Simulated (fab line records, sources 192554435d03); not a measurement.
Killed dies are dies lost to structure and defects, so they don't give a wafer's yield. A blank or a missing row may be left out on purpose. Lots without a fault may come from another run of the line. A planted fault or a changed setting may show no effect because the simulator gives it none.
Chamber matching | flow n5_finfet | N5_HKMG_FIN_ETCH_55 on rie_diel-02: 4 sister chambers
The step etches SOC in N2/H2, target depth 240 nm, time 300 s. 8 wafers are shown with their chamber, then 7 later ones without.

WAFERS WITH THEIR CHAMBER
wafer  | chamber | showerhead_plenum_p_Torr (Torr) | drypump_motor_current_A (A)
L082.3 | 0       | 2.62                            | 5.9
L082.5 | 3       | 2.51                            | 5.2
L082.6 | 2       | 2.65                            | 4.8
L083.2 | 2       | 2.65                            | 4.8
L083.3 | 1       | 2.42                            | 5.7
L083.5 | 3       | 2.51                            | 5.2
L086.2 | 1       | 2.41                            | 5.6
L086.3 | 0       | 2.62                            | 5.9

WAFERS WITHOUT THEIR CHAMBER
wafer  | showerhead_plenum_p_Torr (Torr) | drypump_motor_current_A (A)
L086.6 | 2.41                            | 5.7
L092.1 | 2.50                            | 5.2
L092.2 | 2.41                            | 5.7
L092.3 | 2.61                            | 5.9
L093.2 | 2.50                            | 5.2
L093.4 | 2.41                            | 5.7
L093.5 | 2.50                            | 5.2

WHICH CHAMBER EACH WENT THROUGH
wafer  | from the rows above | in truth
L086.6 | 1                   | 1
L092.1 | 3                   | 3
L092.2 | 1                   | 1
L092.3 | 0                   | 0
L093.2 | 3                   | 3
L093.4 | 1                   | 1
L093.5 | 3                   | 3
Placed correctly: 7 of 7. Can't be placed from these rows: 0. Placed wrongly: 0.
How it was worked out, from the rows above alone: a wafer's distance from a chamber is the root of the sum, over the readings, of the square of ((its reading less the chamber's mean) divided by the reading's scatter). The wafer belongs to the nearest chamber; if the next one is less than 2 further off, it can't be placed. A chamber's mean is the mean of its shown wafers. The scatter: the root of (the sum of the squares of (reading less its chamber's mean) over the shown wafers, divided by (wafers less chambers)).
